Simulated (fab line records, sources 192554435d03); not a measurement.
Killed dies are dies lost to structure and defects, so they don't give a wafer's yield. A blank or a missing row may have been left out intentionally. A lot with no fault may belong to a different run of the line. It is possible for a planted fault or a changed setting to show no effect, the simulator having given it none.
Code-filled problem report in 8D (eight disciplines) form + flow n5Finfet + the parts of the form that need people (team, actions taken, sign-off) are left out

## 1. WHAT WENT WRONG
At N5_PASSIVATION_PROBE_49, killedAtFrontEnd averages 140 over 6 wafers from 2 lots, while fault-free wafers read 39, standard deviation 9.6. Relative to the usual mean, that is a shift of +10 standard deviations.
First seen on wafer L167.3, day 15 12:05, on prober-02. At this step, 6 wafers from 2 lots have a number in the record. Rule for "out" (also "out of limits"): further than 4 standard deviations from the usual mean. The other wafers with a number count as sound.

## 2. WHAT IT IS, AND WHAT IT ISN'T
| question                    | is                                                                                             | is not                                                                           |
|-----------------------------|------------------------------------------------------------------------------------------------|----------------------------------------------------------------------------------|
| which readings at this step | killedAtFrontEnd, defectLimitedYield, killedDies, sort_bin_5_function, sortNPass, sortYieldPct | killed_at_M0_to_M3, killed_at_M4_up, killedAtContacts, killedAtOther, killedOpen |
| which lots                  | L167, L168                                                                                     | -                                                                                |
| which wafers of those lots  | all that have a number                                                                         | -                                                                                |
| read on which tools         | prober-01, prober-02                                                                           | -                                                                                |
| when                        | from day 15 12:05                                                                              | up to then (0 sound wafers)                                                      |

## 3. THE SUSPECTS, EACH WITH WHAT RULES IT OUT
Counting: a tool at any process step up to the reading remains a suspect when it ran all the lots that are out and ran no sound lot after the first of those.
- remotePlasma-01 at N5_DUMMY_REMOVAL_PRECLEAN_08 (cleans in NF3:NH3, afs cycles 2, time 20 s, sublimation time 60 s): kept. It ran every lot that is out, first L167 (day 7 15:46), and no sound lot after that.
The count leaves remotePlasma-01 at N5_DUMMY_REMOVAL_PRECLEAN_08.

## 4. THE CAUSE (what the simulator had put in)
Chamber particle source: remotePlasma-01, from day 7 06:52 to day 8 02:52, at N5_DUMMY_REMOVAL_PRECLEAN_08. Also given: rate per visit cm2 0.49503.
Only this tool survived the counting.

## 5. SEQUENCE OF EFFECTS, ordered by route
Each row: a reading where the mean over the struck wafers with a number is more than 3 standard deviations away from the usual. Scope: only readings with a usual standard deviation given in the record; hours: median across lots of the time from each lot's start at the first step in this table that gives one to its start at this step; sigmas: change in usual standard deviations.
| hours | step                    | reading             | usual  | on struck wafers | change | sigmas |
|-------|-------------------------|---------------------|--------|------------------|--------|--------|
| 0     | N5_PASSIVATION_PROBE_49 | defectLimitedYield  | 91.3 % | 83.5             | -7.8   | -6.0   |
| 0     | N5_PASSIVATION_PROBE_49 | killedAtFrontEnd    | 39     | 140              | +100   | +10    |
| 0     | N5_PASSIVATION_PROBE_49 | killedDies          | 102    | 194              | +92    | +5.8   |
| 0     | N5_PASSIVATION_PROBE_49 | sort_bin_5_function | 5.1 %  | 10.7             | +5.6   | +6.4   |
| 0     | N5_PASSIVATION_PROBE_49 | sortNPass           | 1078   | 986              | -92    | -5.8   |
| 0     | N5_PASSIVATION_PROBE_49 | sortYieldPct        | 91.3 % | 83.5             | -7.8   | -6.0   |
It contains these process steps:
- N5_PASSIVATION_PROBE_49

## 6. HOW IT WOULD HAVE BEEN CAUGHT EARLIER
First out-of-limits reading in this record: day 15 12:05, which is 197 hours after fault onset at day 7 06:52.
By day 15 12:05 the whole set of lots that are out, 2 in number, had already begun N5_DUMMY_REMOVAL_PRECLEAN_08 on remotePlasma-01. Holding the tool at that point would not have protected any of them.
